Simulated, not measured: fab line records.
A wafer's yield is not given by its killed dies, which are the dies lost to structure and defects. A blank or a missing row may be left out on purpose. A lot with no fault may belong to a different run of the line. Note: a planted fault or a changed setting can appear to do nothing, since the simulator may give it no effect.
Chamber matching	flow n5 finfet	rie diel-05 running N5_BEOL_M6_ETCH_62: 4 sister chambers
The step etches SOC in N2/H2, target depth 110 nm, overetch 22 nm, time 165 s. 20 wafers are shown with their chamber, then 10 later ones without.

== WAFERS, EACH WITH ITS CHAMBER ==
wafer	chamber	throttle valve pct (%)	drypump motor current A (A)	showerhead plenum p Torr (Torr)
L076.2	1	18.04	6.4	2.45
L076.5	2	17.28	5.2	2.56
L076.6	3	17.90	4.9	2.42
L085.1	2	17.33	5.2	2.55
L085.3	1	18.08	6.4	2.45
L085.6	1	18.05	6.4	2.45
L084.2	1	18.07	6.4	2.45
L084.3	3	17.92	4.9	2.41
L084.6	3	17.94	4.8	2.42
L086.1	2	17.35	5.2	2.55
L086.2	0	17.50	5.9	2.50
L086.5	1	18.08	6.5	2.44
L089.2	2	17.34	5.2	2.55
L089.5	0	17.51	5.9	2.50
L089.6	3	17.93	4.9	2.41
L088.1	3	17.95	4.9	2.41
L088.3	2	17.35	5.2	2.55
L088.6	2	17.34	5.2	2.55
L090.2	2	17.36	5.2	2.55
L090.5	0	17.50	6.0	2.49

SIGNATURES, as means of the wafers listed above
reading	chamber 0	chamber 1	chamber 2	chamber 3	scatter within a chamber
throttle valve pct	17.5033	18.0640	17.3357	17.9280	0.021
drypump motor current A	5.933	6.420	5.200	4.880	0.0376
showerhead plenum p Torr	2.4967	2.4480	2.5514	2.4140	0.00469
Rule: distance of a wafer from a chamber = root of the sum over the readings of ((wafer's reading minus chamber's mean) / reading's scatter) squared. If the next closest chamber is less than 2 further off than the closest, the wafer can't be placed; otherwise it belongs to the closest. The scatter is the square root of a quotient: the sum, over the shown wafers, of each reading's squared deviation from its chamber's mean, divided by wafers minus chambers.

== WAFERS WHOSE CHAMBER IS MISSING ==
wafer	throttle valve pct (%)	drypump motor current A (A)	showerhead plenum p Torr (Torr)
L090.6	18.07	6.4	2.44
L091.4	18.08	6.4	2.44
L091.5	17.96	4.9	2.41
L091.6	17.52	5.9	2.49
L093.3	18.07	6.4	2.44
L093.5	17.53	5.9	2.49
L093.6	17.96	4.9	2.41
L097.1	17.97	4.9	2.40
L097.2	17.55	6.0	2.49
L097.6	17.55	6.0	2.49

== CHAMBER TAKEN BY EACH ==
wafer	from the rows above	in truth
L090.6	1	1
L091.4	1	1
L091.5	3	3
L091.6	0	0
L093.3	1	1
L093.5	0	0
L093.6	3	3
L097.1	3	3
L097.2	0	0
L097.6	0	0
10 of 10 placed correctly. Number that these rows cannot place: 0. 0 placed wrongly.
